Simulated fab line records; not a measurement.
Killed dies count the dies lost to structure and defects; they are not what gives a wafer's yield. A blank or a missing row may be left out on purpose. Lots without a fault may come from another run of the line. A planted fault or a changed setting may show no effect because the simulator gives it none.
Which tool is to blame? | flow n5-finfet | 24 lots with 72 wafers sampled at 6 steps, on a route of 1938 steps

## WHAT THE GAUGES READ, wafer by wafer
N5_BEOL_M13_THK_MEAS_50: measures by xrf. Usual: for M13_THK the level is 416 nm and the standard deviation is 6.2.
lot  | measured     | on            | M13_THK (nm) | flag
L074 | day 11 09:07 | film-metro-02 | 418 413 423  |
L075 | day 11 09:57 | film-metro-02 | 418 410 418  |
L077 | day 12 02:15 | film-metro-01 | 418 414 411  |
L076 | day 12 02:20 | film-metro-02 | 417 412 415  |
L078 | day 12 03:41 | film-metro-01 | 430 420 420  |
L079 | day 12 12:38 | film-metro-01 | 415 413 424  |
L080 | day 12 17:10 | film-metro-01 | 416 427 414  |
L081 | day 12 18:50 | film-metro-02 | 422 430 412  |
L083 | day 12 22:30 | film-metro-02 | 411 410 414  |
L082 | day 13 01:55 | film-metro-01 | 415 420 415  |
L084 | day 13 16:01 | film-metro-01 | 424 420 422  |
L085 | day 13 22:23 | film-metro-01 | 409 413 414  |
L086 | day 14 00:51 | film-metro-02 | 420 420 422  |
L087 | day 14 04:44 | film-metro-02 | 404 413 409  |
L089 | day 14 16:47 | film-metro-01 | 407 405 415  |
L090 | day 14 21:19 | film-metro-01 | 423 408 417  |
L088 | day 15 02:39 | film-metro-01 | 419 413 415  |
L093 | day 15 07:40 | film-metro-02 | 414 425 425  |
L091 | day 15 18:13 | film-metro-01 | 412 417 418  |
L094 | day 16 00:26 | film-metro-01 | 404 422 415  |
L092 | day 16 01:07 | film-metro-01 | 413 419 425  |
L095 | day 16 03:21 | film-metro-01 | 410 416 417  |
L096 | day 16 18:14 | film-metro-01 | 413 426 406  |
L097 | day 17 09:37 | film-metro-02 | 414 410 417  |

N5_BEOL_M14_THK_MEAS_01. Usual: for M14_ILD_THK the level is 1121 nm and the standard deviation is 14.
lot  | measured     | on            | M14_ILD_THK (nm) | flag
L074 | day 11 09:30 | film-metro-01 | 1123 1142 1150   |
L075 | day 11 10:20 | film-metro-01 | 1119 1122 1137   |
L077 | day 12 02:38 | film-metro-02 | 1142 1137 1135   |
L076 | day 12 02:50 | film-metro-01 | 1100 1122 1132   |
L078 | day 12 04:11 | film-metro-01 | 1105 1131 1129   |
L079 | day 12 13:06 | film-metro-02 | 1135 1150 1137   |
L080 | day 12 17:32 | film-metro-02 | 1109 1136 1124   |
L081 | day 12 19:13 | film-metro-01 | 1119 1102 1145   |
L083 | day 12 22:58 | film-metro-02 | 1111 1097 1118   |
L082 | day 13 02:23 | film-metro-01 | 1092 1101 1114   |
L084 | day 13 16:43 | film-metro-02 | 1103 1133 1142   |
L085 | day 13 22:48 | film-metro-02 | 1096 1109 1125   |
L086 | day 14 01:14 | film-metro-01 | 1124 1115 1126   |
L087 | day 14 05:07 | film-metro-02 | 1101 1104 1114   |
L089 | day 14 17:10 | film-metro-01 | 1098 1113 1098   |
L090 | day 14 21:42 | film-metro-02 | 1116 1125 1141   |
L088 | day 15 03:02 | film-metro-02 | 1108 1132 1132   |
L093 | day 15 08:04 | film-metro-02 | 1105 1102 1108   |
L091 | day 15 18:36 | film-metro-02 | 1125 1144 1146   |
L094 | day 16 00:49 | film-metro-01 | 1116 1129 1148   |
L092 | day 16 01:30 | film-metro-02 | 1110 1116 1124   |
L095 | day 16 03:44 | film-metro-02 | 1110 1129 1118   |
L096 | day 16 18:38 | film-metro-02 | 1110 1125 1128   |
L097 | day 17 10:01 | film-metro-01 | 1109 1112 1130   |

N5_BEOL_M14_INSPECT_30: inspects for defects (macro). Usual: 2.0 for raw-defect-count, sd 1.5.
lot  | measured     | on                | raw-defect-count | flag
L074 | day 11 10:50 | defect-inspect-02 | 0 2 2            |
L075 | day 11 11:40 | defect-inspect-01 | 0 1 3            |
L077 | day 12 04:01 | defect-inspect-02 | 1 2 1            |
L076 | day 12 04:24 | defect-inspect-01 | 2 1 2            |
L078 | day 12 05:41 | defect-inspect-02 | 2 1 2            |
L079 | day 12 14:26 | defect-inspect-01 | 0 5 3            |
L080 | day 12 18:53 | defect-inspect-01 | 1 2 2            |
L081 | day 12 20:34 | defect-inspect-02 | 5 1 3            |
L083 | day 13 00:25 | defect-inspect-02 | 0 1 0            |
L082 | day 13 03:35 | defect-inspect-01 | 2 3 2            |
L084 | day 13 18:22 | defect-inspect-02 | 1 4 4            |
L085 | day 14 00:19 | defect-inspect-02 | 0 2 0            |
L086 | day 14 02:34 | defect-inspect-02 | 0 5 0            |
L087 | day 14 06:28 | defect-inspect-02 | 2 1 2            |
L089 | day 14 18:47 | defect-inspect-01 | 4 2 1            |
L090 | day 14 23:03 | defect-inspect-01 | 2 4 0            |
L088 | day 15 04:15 | defect-inspect-01 | 1 1 3            |
L093 | day 15 10:07 | defect-inspect-01 | 1 4 1            |
L091 | day 15 19:52 | defect-inspect-01 | 8 4 3            |
L094 | day 16 02:10 | defect-inspect-01 | 1 2 2            |
L092 | day 16 02:50 | defect-inspect-02 | 5 3 2            |
L095 | day 16 06:17 | defect-inspect-02 | 1 0 1            |
L096 | day 16 20:13 | defect-inspect-02 | 4 1 0            |
L097 | day 17 11:29 | defect-inspect-01 | 0 2 0            |

N5_BEOL_M14_OCD_MEAS_35. Usual: 560 nm for trench-depth-nm, sd 7.6.
lot  | measured     | on     | trench-depth-nm (nm) | flag
L074 | day 11 11:34 | ocd-01 | 568 571 556          |
L075 | day 11 12:19 | ocd-01 | 561 564 556          |
L077 | day 12 04:40 | ocd-02 | 548 559 547          |
L076 | day 12 05:10 | ocd-01 | 562 556 554          |
L078 | day 12 06:21 | ocd-01 | 563 567 558          |
L079 | day 12 15:05 | ocd-02 | 555 553 558          |
L080 | day 12 19:32 | ocd-01 | 551 562 549          |
L081 | day 12 21:12 | ocd-02 | 552 540 551          |
L083 | day 13 01:04 | ocd-02 | 560 577 554          |
L082 | day 13 04:14 | ocd-01 | 566 566 556          |
L084 | day 13 19:01 | ocd-02 | 557 562 566          |
L085 | day 14 01:14 | ocd-01 | 565 563 560          |
L086 | day 14 03:19 | ocd-01 | 566 557 559          |
L087 | day 14 07:07 | ocd-01 | 569 549 571          |
L089 | day 14 19:26 | ocd-02 | 567 567 577          |
L090 | day 14 23:46 | ocd-02 | 577 567 569          |
L088 | day 15 04:53 | ocd-01 | 561 560 560          |
L093 | day 15 10:46 | ocd-01 | 553 551 563          |
L091 | day 15 20:31 | ocd-02 | 555 556 558          |
L094 | day 16 02:49 | ocd-02 | 567 565 567          |
L092 | day 16 03:29 | ocd-01 | 564 550 569          |
L095 | day 16 07:12 | ocd-01 | 560 555 569          |
L096 | day 16 20:52 | ocd-01 | 565 554 558          |
L097 | day 17 12:08 | ocd-01 | 555 547 546          |

N5_BEOL_M14_THK_MEAS_50: measures by xrf. Usual: for M14_THK the level is 556 nm and the standard deviation is 8.1.
lot  | measured     | on            | M14_THK (nm) | flag
L074 | day 11 13:38 | film-metro-01 | 565 568 555  |
L075 | day 11 18:27 | film-metro-01 | 550 557 546  |
L077 | day 12 08:37 | film-metro-01 | 540 553 543  |
L076 | day 12 09:25 | film-metro-02 | 560 553 551  |
L078 | day 12 10:43 | film-metro-01 | 558 561 553  |
L079 | day 12 16:56 | film-metro-01 | 556 552 556  |
L080 | day 12 22:10 | film-metro-01 | 553 562 551  |
L081 | day 12 22:41 | film-metro-01 | 553 538 547  |
L083 | day 13 03:23 | film-metro-02 | 553 574 551  |
L082 | day 13 09:43 | film-metro-01 | 562 565 555  |
L084 | day 13 22:04 | film-metro-02 | 551 556 560  |
L085 | day 14 03:44 | film-metro-01 | 561 559 560  |
L086 | day 14 07:52 | film-metro-01 | 565 560 561  |
L087 | day 14 12:36 | film-metro-01 | 561 544 565  |
L089 | day 14 22:36 | film-metro-01 | 560 559 570  |
L090 | day 15 01:51 | film-metro-01 | 574 566 565  |
L088 | day 15 06:27 | film-metro-02 | 560 559 561  |
L093 | day 15 14:26 | film-metro-01 | 547 544 557  |
L091 | day 15 23:59 | film-metro-02 | 555 559 559  |
L094 | day 16 07:52 | film-metro-02 | 565 564 569  |
L092 | day 16 08:08 | film-metro-01 | 558 551 563  |
L095 | day 16 09:13 | film-metro-01 | 552 547 561  |
L096 | day 16 23:04 | film-metro-01 | 561 546 550  |
L097 | day 17 14:10 | film-metro-01 | 546 543 541  |

N5_BEOL_M15_THK_MEAS_01. Usual: for M15_ILD_THK the level is 1629 nm and the standard deviation is 17.
lot  | measured     | on            | M15_ILD_THK (nm) | flag
L074 | day 11 14:05 | film-metro-01 | 1627 1654 1655   |
L075 | day 11 18:53 | film-metro-01 | 1599 1617 1626   |
L077 | day 12 09:04 | film-metro-01 | 1617 1619 1645   |
L076 | day 12 09:51 | film-metro-02 | 1609 1597 1649   |
L078 | day 12 11:11 | film-metro-01 | 1588 1619 1624   |
L079 | day 12 17:29 | film-metro-02 | 1628 1623 1622   |
L080 | day 12 22:37 | film-metro-01 | 1613 1656 1639   |
L081 | day 12 23:08 | film-metro-01 | 1601 1629 1651   |
L083 | day 13 03:52 | film-metro-01 | 1604 1594 1610   |
L082 | day 13 10:10 | film-metro-01 | 1636 1653 1638   |
L084 | day 13 22:30 | film-metro-02 | 1645 1636 1655   |
L085 | day 14 04:12 | film-metro-02 | 1653 1600 1652   |
L086 | day 14 08:19 | film-metro-02 | 1598 1620 1631   |
L087 | day 14 13:02 | film-metro-02 | 1637 1626 1643   |
L089 | day 14 23:02 | film-metro-01 | 1609 1651 1639   |
L090 | day 15 02:17 | film-metro-01 | 1625 1634 1629   |
L088 | day 15 06:54 | film-metro-02 | 1616 1650 1624   |
L093 | day 15 14:53 | film-metro-01 | 1616 1619 1641   |
L091 | day 16 00:26 | film-metro-02 | 1620 1663 1651   |
L094 | day 16 08:18 | film-metro-02 | 1628 1638 1647   |
L092 | day 16 08:34 | film-metro-02 | 1610 1614 1631   |
L095 | day 16 09:39 | film-metro-01 | 1605 1628 1649   |
L096 | day 16 23:33 | film-metro-02 | 1640 1652 1651   |
L097 | day 17 14:36 | film-metro-02 | 1633 1605 1627   |

## EACH LOT AND THE TOOL THAT RAN IT (in order: tool; ch and the chambers of the sampled wafers; start)
Record: no process step prior to these readings.

## AS READ BY THE TOOLS THEMSELVES (means over the sampled wafers that have a number; for cases with no such wafer, the mark the record gives instead)
The record holds no such reading with a usual standard deviation.

## THE ANSWER, worked out from the rows above alone
Rule: lot off if the mean of its wafers having a number is beyond 3 standard deviations from the usual mean. Also off: a lot with no number at a reading for which 4 or more lots have one. Where the step has rows for the other lots, those lots are counted as sound. The gauges are gone through in route order, then the tools' own readings, and for those a lot's mean is taken as printed above. At the first step where some lot is off, the reading lying furthest off is the one used; lots without a number count as furthest.
No lot is off on any of the readings shown, so nothing can be concluded from this.

## WHAT THE SIMULATOR HAD INSERTED
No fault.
